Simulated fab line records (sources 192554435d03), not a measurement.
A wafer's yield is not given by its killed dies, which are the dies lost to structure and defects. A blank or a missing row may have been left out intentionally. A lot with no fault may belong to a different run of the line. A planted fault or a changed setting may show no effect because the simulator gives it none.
Matching of chambers || flow n5_finfet || N5_BEOL_M9_STRIP_36 on rie_diel-05 has 4 sister chambers
The step strips in N2/H2. 8 wafers are shown with their chamber, then 7 later ones without.

EACH WAFER AND ITS CHAMBER
{"wafer": "L084.6", "chamber": 0, "showerhead_plenum_p_Torr (Torr)": 2.58, "drypump_motor_current_A (A)": 6.0}
{"wafer": "L086.2", "chamber": 1, "showerhead_plenum_p_Torr (Torr)": 2.41, "drypump_motor_current_A (A)": 5.7}
{"wafer": "L086.4", "chamber": 3, "showerhead_plenum_p_Torr (Torr)": 2.50, "drypump_motor_current_A (A)": 5.2}
{"wafer": "L090.1", "chamber": 2, "showerhead_plenum_p_Torr (Torr)": 2.51, "drypump_motor_current_A (A)": 6.7}
{"wafer": "L090.2", "chamber": 0, "showerhead_plenum_p_Torr (Torr)": 2.58, "drypump_motor_current_A (A)": 5.9}
{"wafer": "L090.4", "chamber": 3, "showerhead_plenum_p_Torr (Torr)": 2.49, "drypump_motor_current_A (A)": 5.2}
{"wafer": "L089.2", "chamber": 1, "showerhead_plenum_p_Torr (Torr)": 2.41, "drypump_motor_current_A (A)": 5.7}
{"wafer": "L089.4", "chamber": 2, "showerhead_plenum_p_Torr (Torr)": 2.50, "drypump_motor_current_A (A)": 6.7}

WAFERS WITHOUT THEIR CHAMBER
{"wafer": "L089.5", "showerhead_plenum_p_Torr (Torr)": 2.49, "drypump_motor_current_A (A)": 5.2}
{"wafer": "L097.2", "showerhead_plenum_p_Torr (Torr)": 2.57, "drypump_motor_current_A (A)": 6.0}
{"wafer": "L097.4", "showerhead_plenum_p_Torr (Torr)": 2.49, "drypump_motor_current_A (A)": 5.2}
{"wafer": "L097.6", "showerhead_plenum_p_Torr (Torr)": 2.57, "drypump_motor_current_A (A)": 6.0}
{"wafer": "L096.2", "showerhead_plenum_p_Torr (Torr)": 2.57, "drypump_motor_current_A (A)": 6.0}
{"wafer": "L096.3", "showerhead_plenum_p_Torr (Torr)": 2.49, "drypump_motor_current_A (A)": 5.2}
{"wafer": "L096.5", "showerhead_plenum_p_Torr (Torr)": 2.40, "drypump_motor_current_A (A)": 5.7}

THE CHAMBER EACH PASSED THROUGH
{"wafer": "L089.5", "from the rows above": 3, "in truth": 3}
{"wafer": "L097.2", "from the rows above": 0, "in truth": 0}
{"wafer": "L097.4", "from the rows above": 3, "in truth": 3}
{"wafer": "L097.6", "from the rows above": 0, "in truth": 0}
{"wafer": "L096.2", "from the rows above": 0, "in truth": 0}
{"wafer": "L096.3", "from the rows above": 3, "in truth": 3}
{"wafer": "L096.5", "from the rows above": 1, "in truth": 1}
Correctly placed: 7 of 7. Number that these rows cannot place: 0. 0 placed wrongly.
How it was worked out, from the rows above alone: a wafer's distance from a chamber is the root of the sum, over the readings, of the square of ((its reading less the chamber's mean) divided by the reading's scatter). The wafer belongs to the nearest chamber; if the next one is less than 2 further off, it can't be placed. For every chamber, the mean is computed from those of its wafers that are shown. The scatter: take each reading less its chamber's mean, square it, sum over the shown wafers, divide by the number of wafers less the number of chambers, and take the root.
